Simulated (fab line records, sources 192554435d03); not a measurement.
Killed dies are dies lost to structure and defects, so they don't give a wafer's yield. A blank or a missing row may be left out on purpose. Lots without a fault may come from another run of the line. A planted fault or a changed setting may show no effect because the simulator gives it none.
A struck lot beside a sound one | flow n5_finfet | 36 steps out of a route of 1938
Sound: wafers L415.1, L415.3, L415.5. Struck: wafer L407.6. (L407.2, L407.5 of the same lot were not struck and are left out.) The cause comes at the end.
At each step with rows: each side's tool, then ch and its chambers, then its first start. Under that, the readings that differ: sound wafers | struck wafers | difference of the means | sigmas: that difference in standard deviations of wafers without a fault.
alike: readings whose means differ by less than 2 such deviations, and words and numbers that are the same on both sides. not compared: withheld readings, readings that some wafer has no value for, bounds like >300 that may hide the same value, and numbers for which the record gives no deviation and whose values overlap.
The two part at a step that has a row with sigmas, a row that says differs or no value, or rows on one side only. Numbers that don't overlap but have no deviation are shown without sigmas and don't part them. A reading that every wafer of one side lacks parts them only if that side has two wafers or more.

first, 9 steps without rows for these wafers: N5_BEOL_M4_ANNEAL_95 (time 240 s); N5_BEOL_M4_SPUTTER_96 (material Cu, target thk 4.5 nm, time 8.29 s); N5_BEOL_M4_ECD_50 (material Cu, target thk 300 nm); N5_BEOL_M4_ANNEAL_51 (time 90 s); N5_BEOL_M4_CMP_52 (polishes, stops on SiOC, t overpolish 6.8 s, target thk 40 nm); N5_BEOL_M4_PRE_CLEAN_60 (time 15 s); N5_BEOL_M4_CO_CAP_55 (material Co, precursor CCTBA/H2, target thk 2 nm, time 102.1 s); N5_BEOL_M4_PRE_CLEAN_56 (time 15 s); N5_BEOL_M4_DEP_57 (deposits SiCN from 3MS/NH3, target thk 8 nm, time 14 s).
N5_BEOL_M4_RC_MEAS_101:
  sound on prober-02 ch 0, day 13 22:45; struck on prober-02 ch 0, day 11 21:52
  alike: DIBL_N, DIBL_P, IOFF_N, IOFF_P, ION_N, ION_P, SS_N, SS_P, VT_N, VT_P
then, 24 steps without rows for these wafers: N5_BEOL_M5_ILD_DEP_00 (deposits SiCOH lowk from DEMS/porogen, target thk 140.64 nm, time 25.9 s); N5_BEOL_M5_CURE_79 (cures SiCOH lowk, time 240 s); N5_BEOL_M5_PECVD_70 (deposits SiO2 from TEOS/O2, target thk 16 nm, time 18 s); N5_BEOL_M5_HM_DEP_02 (deposits TiN, target thk 20 nm); N5_BEOL_M5_COAT_59 (time 60 s, resist thk 60 nm); N5_BEOL_M5_COAT_60 (time 60 s, resist thk 12 nm); N5_BEOL_M5_COAT_71 (time 60 s, resist thk 5 nm); N5_BEOL_M5_COAT_05 (resist thk 30 nm); N5_BEOL_M5_EBR_07; N5_BEOL_M5_SOFTBAKE_06 (time 60 s); N5_BEOL_M5_EXPOSE_08 (exposes mask M5, target cd 28 nm); N5_BEOL_M5_PEB_09 (peb time 60 s); N5_BEOL_M5_DEVELOP_10 (develop time 30 s); N5_BEOL_M5_DESCUM_16 (chemistry O2, time 7 s); N5_BEOL_M5_ETCH_72 (etches underlayer in N2/H2, target depth 6.5 nm, time 5.2 s); N5_BEOL_M5_ETCH_61 (etches SiARC in CF4, target depth 15.6 nm, time 26 s); N5_BEOL_M5_ETCH_62 (etches SOC in N2/H2, target depth 75 nm, overetch 15 nm, time 112.5 s); N5_BEOL_M5_STRIP_63 (strips in N2/H2); N5_BEOL_M5_STRIP_73 (strips in N2/H2); N5_BEOL_M5_STRIP_64 (strips in CF4); N5_BEOL_M5_HM_OPEN_17 (chemistry Cl2/BCl3, target TiN, target depth 20 nm, overetch 6 nm); N5_BEOL_M5_STRIP_19 (strips in O2); N5_BEOL_M5_COAT_65 (time 60 s, resist thk 60 nm); N5_BEOL_M5_COAT_66 (time 60 s, resist thk 12 nm).
-- the record jumps here: 4 days lie between the struck wafers' starts before and after (it left off in module BEOL_M5 and takes up again in module MIM_BOT, whose first step shown is number 1833 of the route) --
N5_MIM_BOT_SPUTTER_00: material TiN, target thk 35 nm, time 89.7 s.
  sound on pvd_sputter-02, day 18 11:55; struck on pvd_sputter-03, day 16 03:29
  reading                                     | sound          | struck | difference | sigmas
  model.TiN_of_MIM_BOT_SPUTTER_00.thk_nm (nm) | 35.6 35.4 35.4 | 44.8   | +9.3       |
  alike: throttle_valve_pct
N5_PASSIVATION_PROBE_49:
  sound on prober-01, day 19 08:46; struck on prober-01, day 16 16:55
  reading                  | sound          | struck | difference | sigmas
  defect_limited_yield (%) | 88.5 88.5 87.2 | 62.9   | -25.2      | -17
  killed_at_M4_up          | 21 19 14       | 7      | -11        | -2
  killed_at_contacts       | 20 15 23       | 3      | -16        | -3
  killed_at_other          | 5 1 10         | 335    | +330       | +99 or more
  killed_dies              | 136 136 151    | 438    | +297       | +16
  killed_short             | 46 56 56       | 30     | -23        | -3
  sort_bin_6_memory (%)    | 4.1 4.1 5.2    | 2.4    | -2.1       | -3
  sort_n_pass              | 1044 1044 1029 | 742    | -297       | -16
  sort_yield_pct (%)       | 88.5 88.5 87.2 | 62.9   | -25.2      | -17
  alike: killed_at_M0_to_M3, killed_at_front_end, killed_open, sort_bin_5_function

WHERE THEY PART
Only at N5_PASSIVATION_PROBE_49, within this record.

WHY: what the simulator had put in
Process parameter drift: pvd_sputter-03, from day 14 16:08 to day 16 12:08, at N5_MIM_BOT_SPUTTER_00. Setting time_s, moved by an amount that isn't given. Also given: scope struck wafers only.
